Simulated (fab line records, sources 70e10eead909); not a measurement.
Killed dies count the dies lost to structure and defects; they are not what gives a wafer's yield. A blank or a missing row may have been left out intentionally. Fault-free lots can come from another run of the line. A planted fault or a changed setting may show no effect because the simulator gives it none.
Matching of chambers | flow nand harc | NHARC_A_STAIRCASE_STRIP_476 on rie diel-13: 4 sister chambers
The step strips in O2, time 20 s. 8 wafers are shown with their chamber, then 9 later ones without.

== WAFERS WITH THEIR CHAMBER ==
wafer  | chamber | showerhead plenum p Torr (Torr) | drypump motor current A (A)
L077.1 | 0       | 3.61                            | 6.4
L078.5 | 2       | 3.51                            | 6.5
L080.2 | 0       | 3.61                            | 6.3
L080.4 | 2       | 3.51                            | 6.5
L080.6 | 1       | 3.80                            | 6.4
L082.1 | 1       | 3.79                            | 6.5
L082.4 | 3       | 3.29                            | 5.6
L082.5 | 3       | 3.29                            | 5.6

== WAFERS WITH NO CHAMBER GIVEN ==
wafer  | showerhead plenum p Torr (Torr) | drypump motor current A (A)
L086.2 | 3.59                            | 6.3
L086.4 | 3.49                            | 6.5
L086.5 | 3.49                            | 6.5
L097.2 | 3.48                            | 6.5
L097.3 | 3.79                            | 5.6
L097.4 | 3.77                            | 6.5
L095.1 | 3.77                            | 6.4
L095.4 | 3.77                            | 6.4
L095.6 | 3.79                            | 5.6

== CHAMBER TAKEN BY EACH ==
wafer  | from the rows above | in truth
L086.2 | 0                   | 0
L086.4 | 2                   | 2
L086.5 | 2                   | 2
L097.2 | 2                   | 2
L097.3 | 1                   | 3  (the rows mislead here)
L097.4 | 1                   | 1
L095.1 | 1                   | 1
L095.4 | 1                   | 1
L095.6 | 1                   | 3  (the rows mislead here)
Placed correctly: 7 of 9. Number that these rows cannot place: 0. 2 placed wrongly.
How it was worked out, from the rows above alone: a wafer's distance from a chamber is the root of the sum, over the readings, of the square of ((its reading less the chamber's mean) divided by the reading's scatter). If the next closest chamber is less than 2 further off than the closest, the wafer can't be placed; otherwise it belongs to the closest. Each chamber's mean is taken over the wafers shown for it. The scatter is the square root of a quotient: the sum, over the shown wafers, of each reading's squared deviation from its chamber's mean, divided by wafers minus chambers.
